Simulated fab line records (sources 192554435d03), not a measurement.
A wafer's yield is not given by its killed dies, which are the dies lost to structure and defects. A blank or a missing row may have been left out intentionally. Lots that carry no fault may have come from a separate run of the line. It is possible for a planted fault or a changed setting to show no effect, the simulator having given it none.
Struck lot and sound lot, side by side / flow n5-finfet / 14 out of 1938 route steps
Sound: these wafers, L961.2, L961.3, L961.4. The struck wafers were L973.2, L973.3, L973.4. The cause comes at the end.
Per side, at each step with rows, come the tool, then ch with its chambers, and then its first start. Under that, the readings that differ: sound wafers / struck wafers / difference of the means / sigmas: that difference in standard deviations of wafers without a fault.
alike: words and numbers the same on both sides, and readings whose means are apart by under 2 such deviations; not compared: readings that were withheld, readings missing a value for some wafer, numbers with overlapping values and no deviation given by the record, and bounds like >300 which may hide the same value.
A row with sigmas, a row that says differs or no value, or rows on one side alone: a step with any of these is where the two part. Numbers that don't overlap but have no deviation are shown without sigmas and don't part them. A reading missing from all wafers of one side parts the sides only when that side holds two or more wafers.

N5_BEOL_M5_INSPECT_58: inspects for defects (darkfield).
  struck on defect-inspect-01, day 12 17:17; sound on defect-inspect-01, day 9 19:14
  alike: raw-defect-count
N5_BEOL_M6_ILD_DEP_00: deposits SiCOH lowk from DEMS/porogen, target thk 179.75 nm, time 33.4 s.
  sound on pecvd-03 ch 0,1, day 9 19:17; struck on pecvd-02 ch 0,2, day 12 17:20
  alike: heater-power-w, showerhead-plenum-p-Torr, throttle-valve-pct
N5_BEOL_M6_CURE_74: cures SiCOH lowk, time 240 s.
  sound on uv-cure-01 ch 2, day 9 19:27; struck on uv-cure-03 ch 1, day 12 17:33
  alike: lamp-power-pct, wafer_temp_C_max
N5_BEOL_M6_THK_MEAS_01:
  struck on film-metro-01, day 12 18:24; sound on film-metro-02, day 9 19:53
  alike: M6_ILD_THK
N5_BEOL_M6_PECVD_70: deposits SiO2 from TEOS/O2, target thk 20 nm, time 22.7 s.
  sound on pecvd-02 ch 1,2, day 9 19:55; struck on pecvd-02 ch 0,2, day 12 18:26
  alike: heater-power-w, showerhead-plenum-p-Torr, throttle-valve-pct
N5_BEOL_M6_HM_DEP_02: deposits TiN, target thk 20 nm.
  struck on pvd-sputter-02, day 12 18:31; sound on pvd-sputter-02, day 9 19:59
  alike: chamber-pressure-pa, throttle-valve-pct
then, 6 steps without rows for these wafers: N5_BEOL_M6_COAT_59 (time 60 s, resist thk 100 nm); N5_BEOL_M6_COAT_60 (time 60 s, resist thk 35 nm); N5_BEOL_M6_COAT_05 (resist thk 90 nm); N5_BEOL_M6_EBR_07; N5_BEOL_M6_SOFTBAKE_06 (time 60 s); N5_BEOL_M6_EXPOSE_08 (exposes mask M6).
N5_BEOL_M6_PEB_09: peb time 60 s.
  struck on litho-track-04, day 12 18:57; sound on litho-track-01 ch 0, day 9 20:25
  no value came back on the struck wafers for chill-plate-temp-C (C), exhaust-pa (Pa); on the sound wafers chill-plate-temp-C (C) reads 22.99 22.87 22.98
then, 1 step without rows for these wafers: N5_BEOL_M6_DEVELOP_10 (develop time 30 s).

## WHERE THEY PART
Only at N5_BEOL_M6_PEB_09, as far as this record shows.

WHY: the cause the simulator had injected
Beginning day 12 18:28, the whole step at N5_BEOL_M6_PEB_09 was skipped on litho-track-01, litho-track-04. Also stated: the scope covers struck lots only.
